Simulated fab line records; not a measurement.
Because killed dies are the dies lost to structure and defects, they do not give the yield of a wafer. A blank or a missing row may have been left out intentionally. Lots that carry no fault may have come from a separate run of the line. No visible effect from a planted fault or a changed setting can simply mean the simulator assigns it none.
Split-lot trial | flow n5_finfet | 39 wafers read from 7 lots, route of 1938 steps

== SPLIT DETAILS ==
At N5_DUMMY_GATE_ETCH_32 (etches SiO2 in CF4, target depth 3.5 nm, time 3.9 s), the setting time_s was moved away from the recipe's 3.9 s on 12 of the 39 wafers read, by -26.9% to +49.1%. This setting was run at the recipe's value on the other wafers.

The reading is taken at the split's own step.

== THE READING ==
etch.depth_nm (the simulator's own value, which no gauge read), in nm, at N5_DUMMY_GATE_ETCH_32 (etches SiO2 in CF4, target depth 3.5 nm, time 3.9 s). No usual value for it is given in the file. Here, 27 wafers ran the recipe; their average is 3.500 nm with a standard deviation of 0.16 nm.

wafer  | tool, chamber at the split | time_s as run, s | against the recipe | etch.depth_nm, nm | against lot-mates on the recipe
L074.1 | rie_si-06, 2               | 2.852            | -26.9%             | 2.475             | -0.845
L074.2 | rie_si-06, 3               | 2.852            | -26.9%             | 2.596             | -0.724
L074.3 | rie_si-06, 1               | 3.9              | recipe             | 3.386             | -
L074.4 | rie_si-06, 0               | 3.9              | recipe             | 3.221             | -
L074.5 | rie_si-06, 2               | 2.852            | -26.9%             | 2.463             | -0.857
L074.6 | rie_si-06, 1               | 3.9              | recipe             | 3.354             | -
L075.1 | rie_si-04, 3               | 3.9              | recipe             | 3.729             | -
L075.2 | rie_si-04, 0               | 3.9              | recipe             | 3.504             | -
L075.3 | rie_si-04, 1               | 3.9              | recipe             | 3.469             | -
L075.4 | rie_si-04, 3               | 3.9              | recipe             | 3.701             | -
L075.5 | rie_si-04, 1               | 3.9              | recipe             | 3.462             | -
L075.6 | rie_si-04, 0               | 3.9              | recipe             | 3.489             | -
L082.1 | rie_si-06, 3               | 3.9              | recipe             | 3.632             | -
L082.2 | rie_si-06, 0               | 3.9              | recipe             | 3.301             | -
L082.3 | rie_si-06, 1               | 3.9              | recipe             | 3.348             | -
L082.4 | rie_si-06, 2               | 3.9              | recipe             | 3.453             | -
L082.5 | rie_si-06, 0               | 3.9              | recipe             | 3.267             | -
L082.6 | rie_si-06, 3               | 3.9              | recipe             | 3.62              | -
L087.1 | rie_si-04, 1               | 3.9              | recipe             | 3.417             | -
L087.2 | rie_si-04, 0               | 3.9              | recipe             | 3.467             | -
L087.3 | rie_si-04, 2               | 5.813            | +49.1%             | 5.106             | +1.580
L087.4 | rie_si-04, 3               | 3.9              | recipe             | 3.695             | -
L087.5 | rie_si-04, 0               | 5.813            | +49.1%             | 5.127             | +1.601
L087.6 | rie_si-04, 3               | 5.813            | +49.1%             | 5.464             | +1.938
L088.1 | rie_si-04, 1               | 3.9              | recipe             | 3.492             | -
L088.2 | rie_si-04, 0               | 3.219            | -17.5%             | 2.888             | -0.788
L088.3 | rie_si-04, 2               | 3.219            | -17.5%             | 2.923             | -0.753
L088.4 | rie_si-04, 3               | 3.9              | recipe             | 3.762             | -
L088.5 | rie_si-04, 3               | 3.9              | recipe             | 3.775             | -
L088.6 | rie_si-04, 0               | 3.219            | -17.5%             | 2.9               | -0.776
L089.1 | rie_si-06, 0               | 3.9              | recipe             | 3.242             | -
L089.2 | rie_si-06, 1               | 3.9              | recipe             | 3.349             | -
L089.3 | rie_si-06, 3               | 3.9              | recipe             | 3.606             | -
L089.4 | rie_si-06, 2               | 5.393            | +38.3%             | 4.781             | +1.382
L089.5 | rie_si-06, 1               | 5.393            | +38.3%             | 4.67              | +1.271
L089.6 | rie_si-06, 0               | 5.393            | +38.3%             | 4.505             | +1.106
L094.1 | rie_si-04, 3               | 3.9              | recipe             | 3.761             | -
L094.3 | rie_si-04, 2               | 3.9              | recipe             | 3.531             | -
L094.4 | rie_si-04, 1               | 3.9              | recipe             | 3.475             | -

THE FIT
A straight line over all 39 wafers: etch.depth_nm changes by +0.034 nm for each +1% of time_s; r = +0.97; the points scatter about the line by 0.16 nm.
The same after taking each lot's own level away (the mean of its wafers on the recipe; 39 wafers): +0.0341 nm for each +1%; r = +0.98; scatter 0.14 nm.
That fit puts the effect of the largest move of time_s on the reading at 1.7 nm.
Measured against the standard deviation above, the lots' own levels, which go from 3.3203 to 3.6763 nm, span 2.2 times it.
Consequently the slope shifts little with the lot-to-lot level, the two slopes agreeing.
Check: for one of the wafers moved furthest among these (+49.1%), held out of the fit, the line's prediction against its lot-mates is +1.69 nm. Against them it came out at +1.58 nm.

== ADDITIONAL SPLITS CARRIED BY THESE WAFERS ==
These wafers also went through other splits before the reading. Each is held against what the fit with the lots' levels taken away leaves over:
other split on the same wafers | wafers away from the commonest value | r with etch.depth_nm (lot level and that fit taken away)
N5_FIN_SAQP_HM_DEP_03 time_s   | 9                                    | -0.10

== FILE'S OWN FIT ==
etch.depth_nm changes by +0.0341 nm for each +1% of time_s, r = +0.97.
